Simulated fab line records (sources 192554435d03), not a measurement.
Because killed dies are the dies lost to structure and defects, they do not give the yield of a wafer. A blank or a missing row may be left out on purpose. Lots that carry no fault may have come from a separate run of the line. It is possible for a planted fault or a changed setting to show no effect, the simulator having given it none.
A lot that was struck, set against a sound lot | flow n5_finfet | 39 steps out of a route of 1938
Sound: wafers L964.2, L964.3, L964.6. Struck: wafer L966.4 (left out: L966.1, L966.3 of the same lot, which were not struck); the cause appears at the end.
Each step with rows lists, per side, the tool, then ch with its chambers, then its first start. Under that, the readings that differ: sound wafers | struck wafers | difference of the means | sigmas: that difference in standard deviations of wafers without a fault.
alike: readings whose means differ by less than 2 such deviations, and words and numbers that are the same on both sides. not compared: withheld readings, readings that some wafer has no value for, bounds like >300 that may hide the same value, and numbers for which the record gives no deviation and whose values overlap.
A row with sigmas, a row that says differs or no value, or rows on one side alone: a step with any of these is where the two part. Numbers that don't overlap but have no deviation are shown without sigmas and don't part them. Lack of a reading on every wafer of one side parts them only where that side has two or more wafers.

first, 11 steps without rows for these wafers: N5_FIN_SAQP_SPACER1_ETCHBACK_25 (etches SiO2 in CHF3/O2, target depth 24.4 nm, time 12.2 s); N5_FIN_SAQP_MANDREL1_REMOVE_56 (chemistry HBr/Cl2/O2, target a-Si, stops on SiNx, bt time 10 s); N5_FIN_SAQP_ETCH_57 (etches SiNx in CH3F/O2, target depth 32.5 nm, time 46.4 s); N5_FIN_SAQP_ETCH_65 (etches SiO2 in CF4, target depth 4 nm, time 4.4 s); N5_FIN_SAQP_MANDREL_ETCH_58 (etches a-Si in HBr/Cl2, stops on SiNx, target depth 45 nm, bt time 10 s, time 27 s); N5_FIN_SAQP_RECESS_63 (chemistry HF/NH3, target SiO2, target depth 18 nm, afs cycles 3, sublimation time 60 s); N5_FIN_SAQP_COAT_68 (time 60 s, resist thk 100 nm); N5_FIN_SAQP_ETCH_69 (etches SOC in N2/H2, stops on SiNx, target depth 150 nm); N5_FIN_SAQP_ETCH_67 (etches SiNx in CH3F/O2, target depth 30 nm); N5_FIN_SAQP_STRIP_70 (strips in N2/H2); N5_FIN_SAQP_RECESS_71 (chemistry HF/NH3, target SiO2, target depth 3 nm, afs cycles 1, sublimation time 60 s).
N5_FIN_SAQP_SPACER2_ALD_28: deposits SiO2, target thk 8.1 nm, pulse time 1 s, purge time 2 s.
  sound on ald_sin-02 ch 2,3, day 2 10:10; struck on ald_sin-02 ch 0, day 2 19:55
  reading                                           | sound     | struck | difference | sigmas
  model.SiO2_of_FIN_SAQP_SPACER2_ALD_28.thk_nm (nm) | 8.2 8.2 8 | 10.6   | +2.5       |
  alike: heater_power_w, precursor_pulse_height_rel
then, 1 step without rows for these wafers: N5_FIN_SAQP_SPACER2_ETCHBACK_29 (etches SiO2 in CHF3/O2, target depth 12.2 nm, time 6.1 s).
N5_FIN_SAQP_MANDREL2_REMOVE_60: chemistry HBr/Cl2/O2, target a-Si, stops on SiNx, bt time 10 s.
  sound on rie_si-03 ch 0,2, day 2 10:36; struck on rie_si-01 ch 2, day 2 20:20
  reading                   | sound             | struck | difference | sigmas
  oes_product_au (a.u.)     | 1.022 0.976 1.012 | 0.970  | -0.033     | -2
  model.FIN_SAQP.cd_nm (nm) | 8.2 8.2 8.2       | 10.6   | +2.4       |
  alike: drypump_motor_current_A, throttle_valve_pct
  not compared: rf_hours_counter_h
N5_FIN_SAQP_CD_MEAS_31: the cd target is 8 nm.
  sound on cd_sem-03 ch 0, day 2 10:43; struck on cd_sem-03 ch 0, day 2 20:26
  reading    | sound          | struck | difference | sigmas
  cd_nm (nm) | 7.80 7.94 8.02 | 10.39  | +2.47      | +12
then, 3 steps without rows for these wafers: N5_FIN_SAQP_HM_OPEN_33 (chemistry CH3F/O2, target SiNx, target depth 49.4 nm, time 70.6 s); N5_FIN_SAQP_ETCH_34 (etches SiO2 in C4F6/O2, target depth 45 nm, time 15 s); N5_FIN_SAQP_STRIP_77 (strips in N2/H2, time 90 s).
N5_FIN_SAQP_HM_CD_35: the cd target is 8 nm.
  sound on cd_sem-03 at day 2 10:59; struck on cd_sem-02 at day 2 20:43
  reading    | sound          | struck | difference | sigmas
  cd_nm (nm) | 8.15 8.47 8.12 | 10.70  | +2.45      | +11
then, 1 step without rows for these wafers: N5_FIN_SAQP_ETCH_64 (etches SiO2 in CF4, target depth 1.5 nm).
N5_FIN_SAQP_FIN_ETCH_36: etches the open film in HBr/Cl2/O2, target depth 120 nm, time 50.4 s.
  sound on rie_si-01 ch 0,1,2, day 2 11:03; struck on rie_si-05 ch 3, day 2 20:47
  reading                   | sound             | struck | difference | sigmas
  throttle_valve_pct (%)    | 36.16 36.14 36.25 | 35.78  | -0.40      | -2
  model.FIN_SAQP.cd_nm (nm) | 8.2 8.2 8         | 10.4   | +2.3       |
  alike: drypump_motor_current_A, oes_product_au
  not compared: rf_hours_counter_h
N5_FIN_SAQP_CD_MEAS_37: the cd target is 8 nm.
  sound on cd_sem-02 at day 2 11:10; struck on cd_sem-03 at day 2 20:53
  reading    | sound          | struck | difference | sigmas
  cd_nm (nm) | 7.83 8.32 8.00 | 10.44  | +2.39      | +11
then, 14 steps without rows for these wafers: N5_FIN_SAQP_PRECLEAN_38 (cleans in O3/DIW, time 45 s); N5_FIN_SAQP_PRECLEAN_45 (cleans in dHF, time 10 s); N5_FIN_SAQP_SRD_39 (time 30 s); N5_FIN_CUT_COAT_18 (time 60 s, resist thk 230 nm); N5_FIN_CUT_COAT_19 (time 60 s, resist thk 20 nm); N5_FIN_CUT_COAT_29 (time 60 s, resist thk 10 nm); N5_FIN_CUT_COAT_02 (resist thk 30 nm); N5_FIN_CUT_EBR_04; N5_FIN_CUT_SOFTBAKE_03 (time 60 s); N5_FIN_CUT_EXPOSE_05 (exposes mask FIN CUT); N5_FIN_CUT_PEB_06 (peb time 60 s); N5_FIN_CUT_DEVELOP_07 (develop time 30 s); N5_FIN_CUT_DESCUM_13 (chemistry O2, time 7 s); N5_FIN_CUT_ETCH_30 (etches underlayer in N2/H2, target depth 13 nm, time 10.4 s).
N5_STI_FIN_REVEAL_CD_MEAS_22: target cd 6.238 nm, pitch 28 nm.
  sound on cd_sem-02 at day 2 21:35; struck on cd_sem-01 at day 3 08:10
  reading    | sound          | struck | difference | sigmas
  cd_nm (nm) | 6.22 5.93 6.40 | 8.46   | +2.28      | +10
-- the record jumps here: 5 days lie between the struck wafers' starts before and after (it left off in module STI_FIN_REVEAL and takes up again in module BEOL_M4, whose first step shown is number 1111 of the route) --
N5_BEOL_M4_RC_MEAS_101:
  sound on prober-02 ch 0, day 8 04:36; struck on prober-02 ch 0, day 8 14:03
  reading            | sound                | struck | difference | sigmas
  DIBL_N (mV/V)      | 36.5 36.8 35.9       | 52.0   | +15.6      | +12
  DIBL_P (mV/V)      | 35.3 35.4 35.0       | 56.8   | +21.6      | +13
  IOFF_N (nA/um)     | 0.150 0.157 0.145    | 1.078  | +0.927     | +42
  IOFF_N_85C (nA/um) | 3.0 3.1 2.9          | 15.6   | +12.6      | +35
  IOFF_N_LIN (nA/um) | 0.072 0.074 0.070    | 0.364  | +0.292     | +35
  IOFF_P (nA/um)     | 0.178 0.186 0.176    | 0.800  | +0.620     | +25
  IOFF_P_85C (nA/um) | 3.2 3.3 3.2          | 11.5   | +8.3       | +24
  IOFF_P_LIN (nA/um) | 0.086 0.089 0.085    | 0.242  | +0.155     | +16
  ION_N (uA/um)      | 675 673 675          | 769    | +95        | +10
  ION_P (uA/um)      | 458 457 455          | 497    | +40        | +6
  SS_N (mV/dec)      | 71.1 71.5 72.2       | 75.5   | +3.9       | +7
  SS_P (mV/dec)      | 73.0 73.1 73.3       | 79.2   | +6.1       | +10
  VT_N (mV)          | 250.9 250.9 251.1    | 220.2  | -30.8      | -11
  VT_N_LVT (mV)      | 97.0 96.8 97.4       | 67.7   | -29.4      | -10
  VT_P (mV)          | -253.4 -253.5 -253.7 | -234.5 | +19.0      | +7
  VT_P_LVT (mV)      | -101.8 -101.4 -101.3 | -85.7  | +15.8      | +6
-- a jump in the record: the struck wafers' starts before and after are 4 days apart (it breaks off in module BEOL_M4 and resumes in module PASSIVATION, where the first step shown is number 1936 of the route) --
N5_PASSIVATION_PROBE_49:
  sound on prober-01 at day 12 08:32; struck on prober-02 at day 12 18:14
  reading                 | sound          | struck | difference | sigmas
  killed_at_contacts      | 8 16 3         | 21     | +12        | +2
  sort_bin_4_leakage (%)  | 0 0 0          | 91.27  | +91.27     |
  sort_bin_5_function (%) | 3.5 5.4 3.8    | 5.9    | +1.7       | +2
  sort_n_pass             | 1105 1061 1105 | 0      | -1090      | -73
  sort_yield_pct (%)      | 93.6 89.9 93.6 | 0      | -92        | -71
  alike: defect_limited_yield, killed_at_M0_to_M3, killed_at_M4_up, killed_at_front_end, killed_at_other, killed_dies, killed_on_rim, killed_open, killed_short, sort_bin_6_memory

## WHERE THEY PART
Earliest at N5_FIN_SAQP_MANDREL2_REMOVE_60; latest, in this record, at N5_PASSIVATION_PROBE_49.

WHY: what had been put in by the simulator
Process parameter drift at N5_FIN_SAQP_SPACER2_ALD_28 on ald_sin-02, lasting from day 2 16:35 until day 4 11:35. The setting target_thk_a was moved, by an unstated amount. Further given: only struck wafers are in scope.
